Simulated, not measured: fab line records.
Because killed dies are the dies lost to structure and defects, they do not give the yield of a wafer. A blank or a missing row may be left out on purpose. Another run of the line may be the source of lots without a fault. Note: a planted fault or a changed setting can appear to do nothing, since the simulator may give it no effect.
Chamber matching | flow n5 finfet | rie si-04 running N5_PMOS_HMC_CHANNEL_EPI_FIN_RECESS_16: 4 sister chambers
The step chemistry HBr/Cl2, target Si, target depth 54 nm, time 18 s. 16 wafers are shown with their chamber, then 8 later ones without.

== WAFERS WITH THEIR CHAMBER ==
wafer  | chamber | drypump motor current A (A) | oes product au (a.u.) | rf fwd power W (W)
L075.1 | 3       | 5.4                         | 1.010                 | 796
L075.2 | 0       | 5.0                         | 0.993                 | 791
L075.6 | 2       | 5.4                         | 1.032                 | 799
L076.3 | 3       | 5.4                         | 0.997                 | 791
L076.4 | 1       | 5.8                         | 1.044                 | 792
L076.5 | 1       | 5.7                         | 1.040                 | 793
L077.2 | 0       | 5.0                         | 0.984                 | 792
L077.3 | 1       | 5.8                         | 1.033                 | 795
L077.6 | 2       | 5.4                         | 1.013                 | 795
L082.1 | 2       | 5.4                         | 1.026                 | 797
L082.2 | 1       | 5.7                         | 1.036                 | 796
L082.3 | 3       | 5.4                         | 0.992                 | 793
L083.2 | 2       | 5.4                         | 1.027                 | 794
L083.3 | 0       | 5.0                         | 0.983                 | 793
L083.5 | 2       | 5.4                         | 1.030                 | 797
L089.3 | 1       | 5.8                         | 1.028                 | 793

SIGNATURES (means of the wafers above)
reading                 | chamber 0 | chamber 1 | chamber 2 | chamber 3 | scatter within a chamber
drypump motor current A | 5.000     | 5.760     | 5.400     | 5.400     | 0.0316
oes product au          | 0.98667   | 1.03620   | 1.02560   | 0.99967   | 0.00711
rf fwd power W          | 792.00    | 793.80    | 796.40    | 793.33    | 1.84
Rule: a wafer's distance from a chamber is the root of the sum, over the readings, of the square of ((its reading less the chamber's mean) divided by the reading's scatter). The wafer belongs to the nearest chamber; if the next one is less than 2 further off, it can't be placed. How the scatter is found: for the shown wafers, subtract from each reading the mean of its chamber, square and add these, divide the total by (wafers less chambers), then take the root.

== WAFERS WHOSE CHAMBER IS MISSING ==
wafer  | drypump motor current A (A) | oes product au (a.u.) | rf fwd power W (W)
L089.4 | 5.4                         | 1.023                 | 796
L089.6 | 5.4                         | 0.993                 | 791
L093.1 | 5.0                         | 0.986                 | 791
L093.2 | 5.4                         | 0.996                 | 797
L093.5 | 5.4                         | 1.026                 | 801
L096.1 | 5.8                         | 1.026                 | 791
L096.2 | 5.4                         | 1.008                 | 804
L096.3 | 5.4                         | 0.988                 | 793

== CHAMBER TAKEN BY EACH ==
wafer  | from the rows above     | in truth
L089.4 | 2                       | 2
L089.6 | 3                       | 3
L093.1 | 0                       | 0
L093.2 | 3                       | 3
L093.5 | 2                       | 2
L096.1 | 1                       | 1
L096.2 | can't be placed: 2 or 3 | 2
L096.3 | 3                       | 3
Correctly placed: 7 of 8. These rows do not allow placing 1 (true chamber among the candidates in 1). 0 placed wrongly.
